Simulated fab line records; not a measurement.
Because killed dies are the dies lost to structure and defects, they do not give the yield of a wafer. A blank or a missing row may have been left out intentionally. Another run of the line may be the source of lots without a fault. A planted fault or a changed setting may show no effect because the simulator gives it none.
Struck lot and sound lot, side by side || flow n5 finfet || 42 out of 1938 route steps
Sound: these wafers, L348.2, L348.4, L348.6. Struck: wafer L342.6; the same lot's L342.3 was not struck, so it is left out; see the end for the cause.
At each step with rows: each side's tool, then ch and its chambers, then its first start. Under that, the readings that differ: sound wafers || struck wafers || difference of the means || sigmas: that difference in standard deviations of wafers without a fault.
alike: a reading whose means differ by less than 2 such deviations, as well as words and numbers matching on both sides. not compared: withheld readings; readings where some wafer has no value; bounds like >300 that might hide an equal value; numbers whose values overlap and for which the record gives no deviation.
A row with sigmas, a row that says differs or no value, or rows on one side alone: a step with any of these is where the two part. Non-overlapping numbers with no deviation appear without sigmas and do not part them. A reading missing from all wafers of one side parts the sides only when that side holds two or more wafers.

first, 12 steps without rows for these wafers: N5_SD_EPI_N_STRIP_36 (strips in N2/H2); N5_SD_EPI_N_ETCHBACK_44 (etches SiNx in CH3F/O2, stops on SiO2, target depth 14.5 nm); N5_SD_EPI_N_ETCH_45 (etches SiOCN in CH3F/O2, target depth 6 nm); N5_SD_EPI_N_ETCH_16 (etches SiO2 in CHF3/O2, target depth 5 nm); N5_SD_EPI_N_STRIP_47 (strips in CHF3/O2); N5_SD_EPI_N_SD_RECESS_17 (chemistry HBr/Cl2/O2, target depth 41 nm, time 23.7 s, bt time 3 s); N5_SD_EPI_N_STRIP_38 (strips in N2/H2); N5_SD_EPI_N_WET_ETCH_43 (etches SiO2 in dHF, time 14 s, target depth 1.5 nm); N5_SD_EPI_N_STRIP_18 (strips in SPM, time 750 s); N5_SD_EPI_N_SRD_20 (time 30 s); N5_SD_EPI_N_PRECLEAN_48 (cleans in NF3:NH3, afs cycles 2, time 20 s, sublimation time 60 s); N5_SD_EPI_N_VAPOR_ETCH_50 (etches Si in HCl, time 54 s).
N5_SD_EPI_N_EPI_21: deposits Si:P, time 690 s.
  sound on epi rpcvd-01 ch 0, day 8 19:07; struck on epi rpcvd-02 ch 0, day 7 02:42
{"reading": "epi growth time s (s)", "sound": "690 690 690", "struck": 469.2, "difference": -220.8, "sigmas": ""}
{"reading": "model.Si-P_of_SD_EPI_N_EPI_21.thk nm (nm)", "sound": "58 58.4 59.4", "struck": 43.8, "difference": -14.8, "sigmas": ""}
N5_SD_EPI_N_EPI_MEAS_23:
  struck on film metro-02, day 7 03:52; sound on film metro-02, day 8 20:33
{"reading": "thk nm (nm)", "sound": "57.7 58.7 58.6", "struck": 44.3, "difference": -14.0, "sigmas": -12}
then, 24 steps without rows for these wafers: N5_SD_EPI_N_PRECLEAN_24 (cleans in O3/DIW, time 60 s); N5_SD_EPI_N_SRD_25 (time 30 s); N5_SD_EPI_N_PRECLEAN_49 (cleans in NF3:NH3, afs cycles 1, time 20 s, sublimation time 60 s); N5_SD_EPI_N_LINER_46 (material SiNx, target thk 3 nm); N5_SD_EPI_P_COAT_34 (time 60 s, resist thk 350 nm); N5_SD_EPI_P_COAT_35 (time 60 s, resist thk 35 nm); N5_SD_EPI_P_COAT_03 (resist thk 150 nm); N5_SD_EPI_P_EBR_05; N5_SD_EPI_P_SOFTBAKE_04 (time 60 s); N5_SD_EPI_P_EXPOSE_06 (exposes mask SD P BLK, target cd 240 nm); N5_SD_EPI_P_PEB_07 (peb time 60 s); N5_SD_EPI_P_DEVELOP_08 (develop time 30 s); N5_SD_EPI_P_DESCUM_14 (chemistry O2, time 7.9 s); N5_SD_EPI_P_ETCH_36 (etches SiARC in CF4, target depth 45.5 nm, time 75.8 s); N5_SD_EPI_P_ETCH_37 (etches SOC in N2/H2, overetch 108 nm, time 486 s); N5_SD_EPI_P_STRIP_38 (strips in N2/H2); N5_SD_EPI_P_ETCHBACK_46 (etches SiNx in CH3F/O2, stops on SiO2, target depth 17.5 nm); N5_SD_EPI_P_ETCH_47 (etches SiOCN in CH3F/O2, target depth 25 nm); N5_SD_EPI_P_ETCH_16 (etches SiO2 in CHF3/O2, target depth 5 nm); N5_SD_EPI_P_STRIP_50 (strips in CHF3/O2); N5_SD_EPI_P_SD_RECESS_17 (chemistry HBr/Cl2/O2, target depth 39.1 nm, bt time 3 s); N5_SD_EPI_P_WET_ETCH_45 (etches SiO2 in dHF, time 10.7 s, target depth 2 nm, rinse time 30 s); N5_SD_EPI_P_STRIP_40 (strips in N2/H2); N5_SD_EPI_P_PRECLEAN_52 (cleans in O3/DIW, time 60 s).
N5_SD_EPI_P_PRECLEAN_24: cleans in O3/DIW, time 45 s.
  sound on wet bench-06 ch 1,2,4, day 9 01:19; struck on wet bench-05 ch 1, day 7 10:03
{"reading": "model.Si-P_of_SD_EPI_N_EPI_21.thk nm (nm)", "sound": "57.2 57.6 58.6", "struck": 43.2, "difference": -14.6, "sigmas": ""}
N5_SD_ACTIVATION_RS_MEAS_03: a four-point-probe measurement.
  struck on film metro-02, day 7 10:35; sound on film metro-02, day 9 01:50
{"reading": "RS_SD_N (ohm/sq)", "sound": "22.5 22.3 21.6", "struck": 29.2, "difference": "+7.1", "sigmas": "+23"}
  alike: RS_SD_P
-- here the record skips 5 days between the struck wafers' starts before and after, leaving off in module SD_ACTIVATION and picking up in module BEOL_M4 (first step shown: number 1111 of the route) --
N5_BEOL_M4_RC_MEAS_101:
  sound on prober-02 ch 0, day 14 18:53; struck on prober-02 ch 0, day 12 08:42
{"reading": "REXT_N (ohm.um)", "sound": "72.6 71.4 71.6", "struck": 81.6, "difference": "+9.7", "sigmas": "+5"}
{"reading": "RS_SD_N (ohm/sq)", "sound": "28.6 28.6 27.9", "struck": 37.9, "difference": "+9.5", "sigmas": "+25"}
  alike: DIBL_N, DIBL_P, IOFF_N, IOFF_P, ION_N, ION_P, SS_N, SS_P, VT_N, VT_P
-- here the record skips 4 days between the struck wafers' starts before and after, leaving off in module BEOL_M4 and picking up in module PASSIVATION (first step shown: number 1936 of the route) --
N5_PASSIVATION_PROBE_49:
  struck on prober-02, day 16 16:26; sound on prober-02, day 18 21:40
  alike: defect limited yield, killed_at_M0_to_M3, killed_at_M4_up, killed at contacts, killed at front end, killed at other, killed dies, killed on rim, killed open, killed short, sort_bin_4_leakage, sort_bin_5_function, sort_bin_6_memory, sort n pass, sort yield pct

WHERE THEY PART
Earliest at N5_SD_EPI_N_EPI_MEAS_23; latest, in this record, at N5_BEOL_M4_RC_MEAS_101. Later steps at which nothing parts them and some readings are alike: N5_PASSIVATION_PROBE_49.

WHY: what the simulator had put in
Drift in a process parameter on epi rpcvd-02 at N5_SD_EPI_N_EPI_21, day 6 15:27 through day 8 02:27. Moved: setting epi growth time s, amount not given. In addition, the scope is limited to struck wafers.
